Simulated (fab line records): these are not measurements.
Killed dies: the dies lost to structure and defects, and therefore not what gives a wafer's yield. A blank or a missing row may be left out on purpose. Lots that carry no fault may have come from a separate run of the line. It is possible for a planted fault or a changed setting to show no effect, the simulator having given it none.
2 desks, one fault	flow n5 finfet	what lay behind the numbers comes last; until then each desk has only its own

== FOR THE TOOL OWNER'S DESK: rie diel-06 ==
The tool's own readings at N5_GATE_CUT_HM_OPEN_40 (chemistry C4F6/O2, target SiO2, target depth 139 nm, time 85.1 s): means of the sampled wafers that have a number, for each lot that ran on this tool. If a lot's mean is further than 4 standard deviations from the usual mean, the lot is out of limits and carries the mark OUT (the distance appears in the brackets).
Columns: A = drypump motor current A at N5_GATE_CUT_HM_OPEN_40, usual 5.7 A; B = etch rf on time s at N5_GATE_CUT_HM_OPEN_40, usual 93.8 s; C = oes product au at N5_GATE_CUT_HM_OPEN_40, usual 0.71 a.u.; D = rf vpp V at N5_GATE_CUT_HM_OPEN_40, usual 664 V; E = showerhead plenum p Torr at N5_GATE_CUT_HM_OPEN_40, usual 2.84 Torr; F = throttle valve pct at N5_GATE_CUT_HM_OPEN_40, usual 20.99 %
lot	first seen here	A	B	C	D	E	F
L237	day 4 22:07	5.6	94.7	0.68	660	2.81	21.01
L240	day 5 15:22	5.6	94.2	0.68	660	2.81	21.02
L242	day 6 07:20	5.7	94.8	0.65	657	2.72	21.12
L249	day 8 02:13	5.8	95.6	0.71	660	2.90	21.08
Result from this desk: across the 4 lots, nothing is out of limits.

== THE METROLOGY DESK ==
What the gauges read, lot by lot, whatever tool the lot ran on: means of the sampled wafers that have a number. If a lot's mean is further than 4 standard deviations from the usual mean, the lot is out of limits and carries the mark OUT (the distance appears in the brackets).
Columns: A = MIM_BOT_OVL at N5_MIM_BOT_LITHO_OVL_MEAS_11, usual 3 nm
lot	first seen here	A
L235	day 12 14:10	2
L236	day 12 21:02	2
L238	day 13 00:52	0
L237	day 13 08:05	7
L241	day 13 21:18	9
L240	day 13 21:20	7
L242	day 14 06:34	3
L249	day 16 06:08	4
L255	day 17 21:44	-1
L254	day 18 06:40	0
L257	day 18 12:43	-3
Result from this desk: across the 11 lots, nothing is out of limits.

== BROUGHT TOGETHER ==
The tool owner's desk saw nothing out of limits.
Nothing out of limits was seen by the metrology desk.

== WHAT THE SIMULATOR PUT IN ==
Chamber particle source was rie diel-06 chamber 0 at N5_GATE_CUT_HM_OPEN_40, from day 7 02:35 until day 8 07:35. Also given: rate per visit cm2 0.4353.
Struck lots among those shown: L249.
